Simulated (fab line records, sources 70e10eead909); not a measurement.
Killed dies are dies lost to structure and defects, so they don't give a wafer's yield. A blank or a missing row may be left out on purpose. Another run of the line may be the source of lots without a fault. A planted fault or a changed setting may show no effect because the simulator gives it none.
What tool caused it? + flow nand_harc + 14 lots, 42 wafers sampled, at 4 steps of a route of 1159

WHAT THE GAUGES SHOWED, per wafer
NHARC_END_SORT_01. Usual: killed_at_array 26, standard deviation 9.1; killed_at_other 0.7, standard deviation 0.9; killed_at_periphery 3.6, standard deviation 2.8; killed_dies 30, standard deviation 9.2; killed_open 3.0, standard deviation 1.9; killed_short 2.0, standard deviation 1.4.
| lot  | measured     | on        | killed_at_array | killed_at_other | killed_at_periphery | killed_dies | killed_open | killed_short | flag |
|------|--------------|-----------|-----------------|-----------------|---------------------|-------------|-------------|--------------|------|
| L894 | day 24 01:56 | prober-01 | 102 50 91       | 1 1 1           | 4 9 5               | 107 60 97   | 5 2 4       | 0 0 1        | OFF  |
| L897 | day 25 01:31 | prober-01 | 80 126 111      | 0 0 1           | 2 2 0               | 82 128 112  | 2 3 1       | 2 4 1        | OFF  |

EACH LOT AND THE TOOL THAT RAN IT (in order: tool; ch and the chambers of the sampled wafers; start)
| lot  | NHARC_A_WL_FILL_ETCHBACK_26      | NHARC_A_M1_DEGAS_29          | NHARC_A_BONDPAD_CMP_19        |
|------|----------------------------------|------------------------------|-------------------------------|
| L879 | rie_si-03 ch 0,2,3, day 16 01:40 | pvd_sputter-01, day 18 02:28 | cmp-02 ch 0,2,3, day 18 08:35 |
| L878 | rie_si-02 ch 0,2,3, day 16 01:42 | pvd_sputter-01, day 18 03:08 | cmp-04 ch 0,1,2, day 18 09:10 |
| L881 | rie_si-05 ch 0,2,3, day 16 07:32 | pvd_sputter-02, day 18 03:50 | cmp-02 ch 1,2,3, day 18 09:54 |
| L883 | rie_si-03 ch 0,1,2, day 16 23:01 | pvd_sputter-03, day 18 20:52 | cmp-04 ch 1,2, day 19 02:33   |
| L880 | rie_si-02 ch 1,2,3, day 16 23:02 | pvd_sputter-02, day 18 23:47 | cmp-03 ch 1,2, day 19 05:44   |
| L885 | rie_si-03 ch 0,1,3, day 17 14:46 | pvd_sputter-01, day 19 16:02 | cmp-02 ch 0,1,2, day 19 22:12 |
| L888 | rie_si-05 ch 0,1,3, day 17 14:46 | pvd_sputter-03, day 19 14:03 | cmp-03 ch 2,3, day 19 19:50   |
| L884 | rie_si-05 ch 0,1, day 17 19:47   | pvd_sputter-03, day 19 17:37 | cmp-03 ch 0,1,3, day 19 23:22 |
| L886 | rie_si-05 ch 0,3, day 18 05:05   | pvd_sputter-02, day 20 03:07 | cmp-04 ch 0,2,3, day 20 09:07 |
| L887 | rie_si-03 ch 1,2,3, day 18 05:05 | pvd_sputter-01, day 19 22:16 | cmp-02 ch 0,3, day 20 04:19   |
| L894 | rie_si-05 ch 0,1,2, day 19 20:13 | pvd_sputter-02, day 22 11:22 | cmp-04 ch 1,2,3, day 22 17:05 |
| L898 | rie_si-02 ch 1,3, day 20 20:01   | pvd_sputter-03, day 22 18:03 | cmp-02 ch 2,3, day 23 00:05   |
| L899 | rie_si-03 ch 0,2,3, day 20 23:11 | pvd_sputter-02, day 22 21:13 | cmp-03 ch 1,3, day 23 03:04   |
| L897 | rie_si-05 ch 1,2,3, day 20 23:13 | pvd_sputter-03, day 23 13:17 | cmp-02 ch 1,3, day 23 19:04   |
- NHARC_A_WL_FILL_ETCHBACK_26: etches the open film in HBr, target depth 52 nm, time 13.3 s.
- NHARC_A_M1_DEGAS_29: time 60 s.
- NHARC_A_BONDPAD_CMP_19: polishes, t overpolish 30 s, cu recess touch 16 s, target thk 169.8 nm.

AS READ BY THE TOOLS THEMSELVES (means over the sampled wafers that have a number; for cases with no such wafer, the mark the record gives instead)
NHARC_A_WL_FILL_ETCHBACK_26. Usual: drypump_motor_current_A 5.9 A, standard deviation 0.45; oes_product_au 1.000 a.u., standard deviation 0.013; throttle_valve_pct 23.264 %, standard deviation 0.0095.
| lot  | tool      | drypump_motor_current_A (A) | oes_product_au (a.u.) | throttle_valve_pct (%) | flag |
|------|-----------|-----------------------------|-----------------------|------------------------|------|
| L879 | rie_si-03 | 5.6                         | 0.994                 | 23.263                 |      |
| L878 | rie_si-02 | 5.7                         | 1.015                 | 23.258                 |      |
| L881 | rie_si-05 | 6.1                         | 1.000                 | 23.259                 |      |
| L883 | rie_si-03 | 5.6                         | 0.994                 | 23.257                 |      |
| L880 | rie_si-02 | 6.0                         | 1.011                 | 23.264                 |      |
| L885 | rie_si-03 | 5.7                         | 0.999                 | 23.256                 |      |
| L888 | rie_si-05 | 6.1                         | 0.992                 | 23.268                 |      |
| L884 | rie_si-05 | 6.0                         | 0.989                 | 23.268                 |      |
| L886 | rie_si-05 | 6.2                         | 0.980                 | 23.262                 |      |
| L887 | rie_si-03 | 6.0                         | 0.989                 | 23.267                 |      |
| L894 | rie_si-05 | 6.1                         | 0.997                 | 23.260                 |      |
| L898 | rie_si-02 | 5.9                         | 1.014                 | 23.265                 |      |
| L899 | rie_si-03 | 5.6                         | 0.991                 | 23.270                 |      |
| L897 | rie_si-05 | 6.2                         | 0.983                 | 23.271                 |      |

NHARC_A_M1_DEGAS_29. Usual: heater_power_w 329 W, standard deviation 32.
| lot  | tool           | heater_power_w (W) | flag |
|------|----------------|--------------------|------|
| L879 | pvd_sputter-01 | 351                |      |
| L878 | pvd_sputter-01 | 352                |      |
| L881 | pvd_sputter-02 | 325                |      |
| L883 | pvd_sputter-03 | 295                |      |
| L880 | pvd_sputter-02 | 307                |      |
| L885 | pvd_sputter-01 | 343                |      |
| L888 | pvd_sputter-03 | 321                |      |
| L884 | pvd_sputter-03 | 347                |      |
| L886 | pvd_sputter-02 | 346                |      |
| L887 | pvd_sputter-01 | 348                |      |
| L894 | pvd_sputter-02 | 320                |      |
| L898 | pvd_sputter-03 | 350                |      |
| L899 | pvd_sputter-02 | 345                |      |
| L897 | pvd_sputter-03 | 299                |      |

NHARC_A_BONDPAD_CMP_19. Usual: motor_current_A 12.1 A, standard deviation 1; overpolish_run_s 30.000 s, standard deviation 0.0096.
| lot  | tool   | motor_current_A (A) | overpolish_run_s (s) | flag |
|------|--------|---------------------|----------------------|------|
| L879 | cmp-02 | 13.2                | 29.998               |      |
| L878 | cmp-04 | 12.5                | 30.004               |      |
| L881 | cmp-02 | 12.6                | 30.001               |      |
| L883 | cmp-04 | 13.4                | 29.994               |      |
| L880 | cmp-03 | 11.6                | 30.001               |      |
| L885 | cmp-02 | 12.3                | 30.003               |      |
| L888 | cmp-03 | 11.9                | 29.991               |      |
| L884 | cmp-03 | 11.5                | 30.001               |      |
| L886 | cmp-04 | 12.5                | 30.001               |      |
| L887 | cmp-02 | 12.7                | 30.002               |      |
| L894 | cmp-04 | 13.2                | 29.996               |      |
| L898 | cmp-02 | 13.2                | 30.000               |      |
| L899 | cmp-03 | 11.9                | 30.003               |      |
| L897 | cmp-02 | 13.0                | 29.996               |      |

THE ANSWER, worked out from the rows above alone
Rule: take the mean of a lot's wafers that have a number; if it is more than 3 standard deviations from the usual mean, the lot is off. A lot without any number at a reading at which 4 lots or more have one is off too. Any other lot the step has rows for is counted as sound. The gauges are gone through in route order, then the tools' own readings, and for those a lot's mean is taken as printed above. The first step at which some lot is off is used, and at that step the reading that is off furthest; a lot without a number counts as furthest.
Off: L894, L897, at NHARC_END_SORT_01 (killed_at_array). Neither off nor sound, because the step has no rows for them: L879, L878, L881, L883, L880, L885, L888, L884, L886, L887, L898, L899.
If a tool, at a process step before that reading, ran all the lots that are off and no sound lot after the first of them, it fits. Gauges at NHARC_END_SORT_01: tried the same way as those tools. 2 tools fit, rie_si-05 at NHARC_A_WL_FILL_ETCHBACK_26 and prober-01 at NHARC_END_SORT_01, so this cannot tell which one it is.

WHAT WAS PUT IN BY THE SIMULATOR
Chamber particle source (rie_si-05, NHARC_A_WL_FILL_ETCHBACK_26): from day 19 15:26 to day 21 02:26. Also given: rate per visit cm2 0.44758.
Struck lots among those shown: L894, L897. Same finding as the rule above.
